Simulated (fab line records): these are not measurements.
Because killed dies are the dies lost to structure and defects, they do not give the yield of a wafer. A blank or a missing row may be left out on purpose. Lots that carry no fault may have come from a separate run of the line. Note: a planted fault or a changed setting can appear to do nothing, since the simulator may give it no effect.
fab line records | flow nand-harc | part 2 of 2: steps 30 to 35 of 35
record: lots: 5 wafers: 15 last-day: 31
route steps=1302 shown A_ONON_D2@558 A_CHANNEL_HOLE_D2@570
lots that met no fault: taken from a fault-free run of the same line
start-h: hours from the record's first day to the start of the lot's first wafer shown | wait-h: how many hours have passed since the lot's step before this one | " repeats the value in the row above | L1.1+2: a row that stands for several wafers | - no value, or no start given | * or withheld: withheld | < > ~ a bound
route shown NAME@n: names a module that has steps shown in the file, with the first one's number in the route | usual: average and standard deviation across the fault-free wafers | same: alike in all rows | chamber/n: place in a boat | sites: per-site readings | _std_site: standard deviation across them | _edge_site: the outer-site mean with the inner-site mean subtracted | radius-mm: how far each site lies from the wafer's centre | mask NAME#n: copy n | behind: the last tool/chamber to shape the wafer | hold: why the lot was held/for how many hours/how that ended | device: whichever transistor did not switch (one of n, p or np) | end of line: the same wafers' tests at the end of the route | step lacking rows: just its recipe | killed: not the wafer's yield, but the dies lost to structure and defects at the first sort | map: shows each die of a wafer: x if killed, . if not, _ if none is there
set.NAME: the setting that was run; set.NAME@STEP: the one run at that earlier step | model.NAME: the simulator's own value behind a step, which no gauge read
lots at selected steps of the route; one table per step, one row per wafer
services: a tool's chamber out of use, with start hour (start-h, from the record's first day; less than 0 if before it), hours out, and reason
== steps ==
step: NHARC_A_CHANNEL_HOLE_D2_ETCH_34
recipe: target-depth-a: 1540 time-s: 77 cf4-flow-sccm: 100 chf3-flow-sccm: 30 ar-flow-sccm: 0 rf-w: 500 bias-w: 200 chemistry: CF4/CHF3
usual: drypump-motor-current-A: 5.7/0.37 oes-product-au: 0.959/0.019 rf-vpp-V: 369.7/2 showerhead-plenum-p-Torr: 1.54/0.056 throttle-valve-pct: 16.803/0.0082
columns lot.wafer tool chamber start-h wait-h drypump-motor-current-A oes-product-au rf-hours-counter-h rf-vpp-V showerhead-plenum-p-Torr throttle-valve-pct
L074.3 rie-diel-09 2 - - 6.4 0.983 8.4 372.8 1.65 16.801
L074.4 " 0 " " 5.1 0.983 7.7 369.8 1.52 16.812
L074.5 " 3 " " 5.7 0.983 - 370.3 1.58 16.802
L077.1 rie-diel-05 2 - - 6.2 0.965 5.4 371.7 1.60 16.808
L077.3 " 3 " " 5.9 0.943 5.4 368.6 1.50 16.797
L077.5 " 1 " " 5.6 0.971 - 370.9 1.57 16.796
L078.1 rie-diel-05 3 - - 6.0 0.952 6.1 369.9 1.50 16.804
L078.4 " 0 " " 5.3 0.961 6.7 366.8 1.48 16.812
L078.5 " 1 " " 5.6 0.966 - 370.6 1.57 16.803
L090.1 rie-diel-05 2 - - 6.2 0.948 3.2 371.4 1.60 16.789
L090.4 " 0 " " 5.3 0.966 3.3 367.8 1.47 16.780
L090.5 " 2 " " 6.2 0.958 - 370.8 1.60 16.811
L091.4 rie-diel-05 1 - - 5.6 0.970 3.4 370.4 1.56 16.786
L091.1 " 2 " " 6.2 0.968 3.9 370.6 1.60 16.801
L091.5 " 3 " " 6.0 0.958 - 368.5 1.50 16.806
step: NHARC_A_CHANNEL_HOLE_D2_ETCH_16
recipe: target-depth-a: 31000 over-etch-frac: 0.3 time-s: 806 ion-energy-ev: 150 o2-flow-sccm: 400 cos-flow-sccm: 20 ar-flow-sccm: 0 rf-w: 500 bias-w: 300 chemistry: O2/COS
usual: drypump-motor-current-A: 5.7/0.37 oes-product-au: 0.996/0.011 rf-vpp-V: 313.3/1.9 showerhead-plenum-p-Torr: 3.06/0.11 throttle-valve-pct: 28.331/0.0098
columns lot.wafer tool chamber start-h wait-h drypump-motor-current-A oes-product-au rf-hours-counter-h rf-vpp-V showerhead-plenum-p-Torr throttle-valve-pct
L074.3 rie-diel-09 3 - - 5.7 1.010 6.6 313.3 3.14 28.328
L074.4 " 1 " " 5.1 0.993 9.7 318.0 3.33 28.341
L074.5 " 0 " " 5.1 0.998 - 312.6 3.01 28.310
L077.1 rie-diel-05 0 - - 5.4 1.000 5.8 311.5 2.93 28.320
L077.3 " 1 " " 5.6 1.009 6.4 314.7 3.11 28.335
L077.5 " 0 " " 5.4 0.991 - 311.5 2.93 28.328
L078.1 rie-diel-05 3 - - 6.0 0.988 6.4 312.1 2.98 28.325
L078.4 " 0 " " 5.4 0.992 6.9 311.5 2.93 28.331
L078.5 " 0 " " 5.4 0.995 - 310.4 2.93 28.329
L090.4 rie-diel-05 0 - - 5.4 0.973 3.5 311.1 2.93 28.329
L090.1 " 2 " " 6.2 0.994 3.3 315.4 3.17 28.329
L090.5 " 0 " " 5.4 0.989 - 310.8 2.93 28.325
L091.4 rie-diel-05 3 - - 6.0 1.004 4.1 311.1 2.98 28.345
L091.1 " 0 " " 5.4 1.002 4.4 311.2 2.92 28.334
L091.5 " 0 " " 5.4 0.998 - 310.4 2.93 28.314
step: NHARC_A_CHANNEL_HOLE_D2_CD_MEAS_18
usual: cd-nm: 99.0/2.7
columns lot.wafer tool chamber start-h wait-h cd-nm
L074.3 cd-sem-01 - 296.92 - 97.9
L074.4 " - " " 103.2
L074.5 " - " " 98.6
L077.1 cd-sem-01 - 320.40 - 99.0
L077.3 " - " " 100.2
L077.5 " - " " 99.4
L078.1 cd-sem-01 - 331.70 - 101.1
L078.4 " - " " 99.6
L078.5 " - " " 99.7
L090.1 cd-sem-02 - 449.48 - 101.8
L090.4 " - " " 99.1
L090.5 " - " " 103.1
L091.1 cd-sem-01 - 464.34 - 100.6
L091.4 " - " " 98.2
L091.5 " - " " 96.8
step: NHARC_A_CHANNEL_HOLE_D2_ETCH_19
recipe: bias-v: 1200 source-w: 2500 pressure-mtorr: 15 time-s: 34.5 ar-flow-sccm: 375 c4f8-flow-sccm: 28.8 o2-flow-sccm: 96.2 temp-c: -20 target-depth-a: * chemistry: C4F8/O2/Ar
usual: drypump-motor-current-A: 5.4/0.59 showerhead-plenum-p-Torr: 3.74/0.1 throttle-valve-pct: 37.037/0.0088
columns lot.wafer tool chamber start-h wait-h drypump-motor-current-A rf-hours-counter-h showerhead-plenum-p-Torr throttle-valve-pct
L074.3 har-etch-02 1 297.03 0.1 5.3 - 3.79 37.039
L074.4 " 0 " " 6.4 - 3.63 37.053
L074.5 " 0 " " 6.4 - 3.63 37.033
L077.1 har-etch-02 0 320.47 0.1 6.3 374 3.62 37.047
L077.3 " 0 " " 6.4 - 3.62 37.041
L077.5 " 0 " " 6.4 - 3.62 37.040
L078.1 har-etch-02 0 333.03 1.3 6.4 386 3.62 37.014
L078.4 " 0 " " 6.4 - 3.62 37.033
L078.5 " 0 " " 6.4 - 3.62 37.032
L090.1 har-etch-01 1 449.56 0.1 5.5 248 3.68 37.041
L090.4 " 0 " " 4.7 - 3.68 37.039
L090.5 " 0 " " 4.7 - 3.68 37.030
L091.1 har-etch-01 0 466.61 2.3 4.8 260 3.68 37.034
L091.4 " 0 " " 4.7 - 3.68 37.047
L091.5 " 0 " " 4.7 - 3.68 37.035
step: NHARC_A_CHANNEL_HOLE_D2_ETCH_20
recipe: bias-v: 3000 source-w: withheld pressure-mtorr: 20 time-s: 361.9 ar-flow-sccm: 375 c4f8-flow-sccm: 89.3 o2-flow-sccm: 35.7 temp-c: -20 target-depth-a: 16000 chemistry: C4F8/O2/Ar
usual: drypump-motor-current-A: 5.4/0.6 showerhead-plenum-p-Torr: 3.70/0.097 throttle-valve-pct: 32.155/0.009
columns lot.wafer tool chamber start-h wait-h drypump-motor-current-A rf-hours-counter-h showerhead-plenum-p-Torr throttle-valve-pct
L074.3 har-etch-02 1 297.21 0.2 5.2 - 3.74 32.160
L074.4 " 0 " " 6.4 - 3.59 32.139
L074.5 " 0 " " 6.4 - 3.59 32.164
L077.1 har-etch-02 0 320.58 0.1 6.4 374 3.58 32.172
L077.3 " 0 " " 6.4 - 3.58 32.163
L077.5 " 0 " " 6.3 - 3.58 32.145
L078.1 har-etch-02 0 333.17 0.1 6.4 386 3.58 32.167
L078.4 " 0 " " 6.4 - 3.58 32.155
L078.5 " 0 " " 6.4 - 3.58 32.161
L090.1 har-etch-01 1 449.67 0.1 5.5 248 3.64 32.146
L090.4 " 0 " " 4.7 - 3.64 32.148
L090.5 " 0 " " 4.7 - 3.64 32.143
L091.1 har-etch-01 0 466.76 0.1 4.7 260 3.64 32.149
L091.4 " 0 " " 4.7 - 3.64 32.154
L091.5 " 0 " " 4.7 - 3.64 32.151
step: NHARC_A_CHANNEL_HOLE_D2_ETCH_21
recipe: bias-v: 3000 source-w: withheld pressure-mtorr: 20 time-s: 514.3 ar-flow-sccm: 375 c4f8-flow-sccm: 89.3 o2-flow-sccm: 35.7 temp-c: -20 target-depth-a: 16000 chemistry: C4F8/O2/Ar
usual: drypump-motor-current-A: 5.4/0.59 showerhead-plenum-p-Torr: 3.70/0.097 throttle-valve-pct: 32.154/0.0095
columns lot.wafer tool chamber start-h wait-h drypump-motor-current-A rf-hours-counter-h showerhead-plenum-p-Torr throttle-valve-pct
L074.3 har-etch-02 1 297.56 0.3 5.2 - 3.74 32.149
L074.4 " 0 " " 6.4 - 3.59 32.153
L074.5 " 0 " " 6.4 - 3.59 32.159
L077.1 har-etch-02 0 320.90 0.3 6.4 374 3.58 32.140
L077.3 " 0 " " 6.4 - 3.58 32.133
L077.5 " 0 " " 6.4 - 3.58 32.137
L078.1 har-etch-02 0 333.51 0.3 6.4 386 3.58 32.136
L078.4 " 0 " " 6.4 - 3.58 32.174
L078.5 " 0 " " 6.4 - 3.58 32.156
L090.1 har-etch-01 1 449.98 0.3 5.4 249 3.64 32.158
L090.4 " 0 " " 4.7 - 3.64 32.159
L090.5 " 0 " " 4.7 - 3.64 32.146
L091.1 har-etch-01 0 467.09 0.3 4.7 260 3.64 32.153
L091.4 " 0 " " 4.7 - 3.64 32.164
L091.5 " 0 " " 4.7 - 3.64 32.151
== services ==
columns tool chamber start-h hours kind
pecvd-onon-01 - 269.00 13.0 pm
pecvd-04 - 269.51 13.0 pm
pecvd-onon-04 - 311.28 13.0 pm
arfi-scanner-02 - 312.00 4.0 pm
har-etch-02 - 320.03 0.0 repair
rie-diel-09 - 320.17 9.0 pm
litho-track-01 - 330.00 7.0 pm
pecvd-02 2 347.30 4.7 repair
rie-diel-09 0 353.72 9.9 repair
litho-track-06 - 354.00 7.0 pm
pecvd-03 - 366.02 13.0 pm
pecvd-onon-02 - 366.09 13.0 pm
rie-diel-09 - 369.59 0.2 repair
arfi-scanner-02 - 369.78 0.9 repair
litho-track-04 - 378.00 7.0 pm
har-etch-02 - 378.25 17.0 pm
arfi-scanner-02 - 382.47 0.6 repair
rie-diel-05 3 383.23 6.0 repair
arfi-scanner-02 - 392.01 6.2 repair
rie-diel-05 - 406.63 9.0 pm
har-etch-01 - 427.78 1.1 repair
rie-diel-05 1 433.88 5.0 repair
pecvd-onon-01 - 450.00 13.0 pm
pecvd-04 - 450.71 13.0 pm
